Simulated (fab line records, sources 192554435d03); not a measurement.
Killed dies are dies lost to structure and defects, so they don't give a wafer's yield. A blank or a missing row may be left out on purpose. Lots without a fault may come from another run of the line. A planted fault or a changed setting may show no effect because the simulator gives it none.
Chamber matching | flow n5_finfet | N5_BEOL_M3_ETCH_74 on rie_diel-04: 4 sister chambers
The step etches underlayer in N2/H2, target depth 6.5 nm, time 5.2 s. 8 wafers are shown with their chamber, then 11 later ones without.

WAFERS WITH THEIR CHAMBER
wafer  | chamber | showerhead_plenum_p_Torr (Torr) | drypump_motor_current_A (A)
L077.6 | 1       | 2.66                            | 5.9
L079.1 | 1       | 2.66                            | 6.0
L080.1 | 2       | 2.52                            | 5.7
L085.3 | 2       | 2.51                            | 5.8
L086.6 | 3       | 2.41                            | 5.5
L090.1 | 3       | 2.40                            | 5.5
L090.6 | 0       | 2.51                            | 5.7
L092.2 | 0       | 2.50                            | 5.7

WAFERS WITHOUT THEIR CHAMBER
wafer  | showerhead_plenum_p_Torr (Torr) | drypump_motor_current_A (A)
L092.4 | 2.65                            | 6.0
L092.6 | 2.65                            | 5.9
L093.2 | 2.40                            | 5.5
L093.3 | 2.51                            | 5.8
L093.6 | 2.50                            | 5.7
L095.4 | 2.65                            | 5.9
L095.5 | 2.40                            | 5.5
L095.6 | 2.51                            | 5.8
L096.1 | 2.50                            | 5.7
L096.3 | 2.40                            | 5.5
L096.5 | 2.51                            | 5.7

WHICH CHAMBER EACH WENT THROUGH
wafer  | from the rows above     | in truth
L092.4 | 1                       | 1
L092.6 | 1                       | 1
L093.2 | 3                       | 3
L093.3 | can't be placed: 2 or 0 | 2
L093.6 | can't be placed: 0 or 2 | 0
L095.4 | 1                       | 1
L095.5 | 3                       | 3
L095.6 | can't be placed: 2 or 0 | 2
L096.1 | can't be placed: 0 or 2 | 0
L096.3 | 3                       | 3
L096.5 | can't be placed: 0 or 2 | 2
Placed correctly: 6 of 11. Can't be placed from these rows: 5 (the true chamber is among the candidates in 5). Placed wrongly: 0.
How it was worked out, from the rows above alone: a wafer's distance from a chamber is the root of the sum, over the readings, of the square of ((its reading less the chamber's mean) divided by the reading's scatter). The wafer belongs to the nearest chamber; if the next one is less than 2 further off, it can't be placed. A chamber's mean is the mean of its shown wafers. The scatter: the root of (the sum of the squares of (reading less its chamber's mean) over the shown wafers, divided by (wafers less chambers)).
